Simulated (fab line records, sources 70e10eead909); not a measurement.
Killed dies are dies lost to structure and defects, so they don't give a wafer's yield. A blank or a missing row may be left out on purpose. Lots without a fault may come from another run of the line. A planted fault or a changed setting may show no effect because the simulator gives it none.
Chamber matching | flow nand_harc | NHARC_A_SLIT_ETCH_29 on rie_diel-02: 4 sister chambers
The step etches the open film in CF4/O2, target depth 100 nm, overetch 10 nm, time 55 s. 18 wafers are shown with their chamber, then 9 later ones without.

WAFERS WITH THEIR CHAMBER
wafer  | chamber | drypump_motor_current_A (A) | rf_vpp_V (V) | oes_product_au (a.u.)
L076.1 | 0       | 6.0                         | 197.2        | 1.006
L076.3 | 2       | 5.9                         | 200.2        | 0.989
L076.4 | 3       | 5.5                         | 196.2        | 1.000
L077.1 | 2       | 5.8                         | 198.7        | 0.993
L077.4 | 1       | 5.5                         | 200.0        | 1.016
L077.6 | 2       | 5.8                         | 200.0        | 0.989
L082.2 | 1       | 5.5                         | 199.2        | 1.001
L082.4 | 2       | 5.8                         | 199.5        | 0.997
L082.6 | 3       | 5.5                         | 198.4        | 1.005
L080.1 | 1       | 5.5                         | 199.8        | 1.014
L080.2 | 0       | 6.0                         | 196.0        | 1.008
L080.4 | 2       | 5.8                         | 199.4        | 0.992
L088.2 | 0       | 6.0                         | 197.2        | 1.003
L088.5 | 1       | 5.5                         | 200.5        | 1.002
L088.6 | 0       | 6.0                         | 197.3        | 1.009
L087.4 | 0       | 6.0                         | 197.5        | 1.010
L087.5 | 1       | 5.5                         | 199.0        | 1.003
L087.6 | 0       | 6.0                         | 197.6        | 1.010

SIGNATURES (means of the wafers above)
reading                 | chamber 0 | chamber 1 | chamber 2 | chamber 3 | scatter within a chamber
drypump_motor_current_A | 6.000     | 5.500     | 5.820     | 5.500     | 0.0239
rf_vpp_V                | 197.133   | 199.700   | 199.560   | 197.300   | 0.704
oes_product_au          | 1.00767   | 1.00720   | 0.99200   | 1.00250   | 0.00463
Rule: a wafer's distance from a chamber is the root of the sum, over the readings, of the square of ((its reading less the chamber's mean) divided by the reading's scatter). The wafer belongs to the nearest chamber; if the next one is less than 2 further off, it can't be placed. The scatter: the root of (the sum of the squares of (reading less its chamber's mean) over the shown wafers, divided by (wafers less chambers)).

WAFERS WITHOUT THEIR CHAMBER
wafer  | drypump_motor_current_A (A) | rf_vpp_V (V) | oes_product_au (a.u.)
L091.1 | 5.5                         | 197.1        | 0.998
L091.3 | 6.0                         | 196.1        | 1.009
L091.4 | 5.5                         | 200.0        | 1.006
L097.3 | 5.5                         | 199.6        | 0.992
L097.4 | 5.5                         | 197.2        | 0.993
L097.6 | 6.0                         | 196.9        | 0.997
L095.1 | 5.5                         | 197.0        | 0.996
L095.2 | 5.5                         | 199.8        | 1.002
L095.6 | 6.0                         | 197.2        | 0.999

WHICH CHAMBER EACH WENT THROUGH
wafer  | from the rows above     | in truth
L091.1 | 3                       | 3
L091.3 | 0                       | 0
L091.4 | 1                       | 1
L097.3 | can't be placed: 1 or 3 | 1
L097.4 | 3                       | 3
L097.6 | 0                       | 0
L095.1 | 3                       | 3
L095.2 | 1                       | 1
L095.6 | 0                       | 0
Placed correctly: 8 of 9. Can't be placed from these rows: 1 (the true chamber is among the candidates in 1). Placed wrongly: 0.
